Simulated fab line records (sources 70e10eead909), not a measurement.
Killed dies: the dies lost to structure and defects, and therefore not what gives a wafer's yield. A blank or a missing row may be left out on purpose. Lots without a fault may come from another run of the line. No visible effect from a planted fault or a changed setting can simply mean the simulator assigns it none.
Chamber matching ; flow nandHarc ; NHARC_A_STAIRCASE_ETCHBACK_157 on rieDiel-01: 4 sister chambers
The step etches the open film in CH3F/O2, target depth 90 nm, time 167.14 s. 4 wafers are shown with their chamber, then 10 later ones without.

== WAFERS WITH THEIR CHAMBER ==
wafer;chamber;drypumpMotorCurrentA (A)
L082.6;2;6.4
L084.4;1;5.3
L090.1;0;5.9
L090.5;3;5.8

== WAFERS MISSING THEIR CHAMBER ==
wafer;drypumpMotorCurrentA (A)
L090.6;6.4
L088.1;5.2
L088.2;6.4
L088.3;6.0
L094.2;5.8
L094.4;5.2
L094.6;6.0
L097.1;6.4
L097.2;5.8
L097.3;6.0

== CHAMBER TAKEN BY EACH ==
wafer;from the rows above;in truth
L090.6;2;2
L088.1;1;1
L088.2;2;2
L088.3;can't be placed: 0 or 3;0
L094.2;can't be placed: 3 or 0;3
L094.4;1;1
L094.6;can't be placed: 0 or 3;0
L097.1;2;2
L097.2;can't be placed: 3 or 0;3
L097.3;can't be placed: 0 or 3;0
5 of 10 placed correctly. From these rows, 5 cannot be placed; in 5 the true chamber is one of the candidates. Number placed wrongly: 0.
How it was worked out, from the rows above alone: a wafer's distance from a chamber is the root of the sum, over the readings, of the square of ((its reading less the chamber's mean) divided by the reading's scatter). The wafer belongs to the nearest chamber; if the next one is less than 2 further off, it can't be placed. For every chamber, the mean is computed from those of its wafers that are shown. The scatter: root of mean squared gap, hidden wafer to nearest shown wafer, with one shown wafer a chamber.
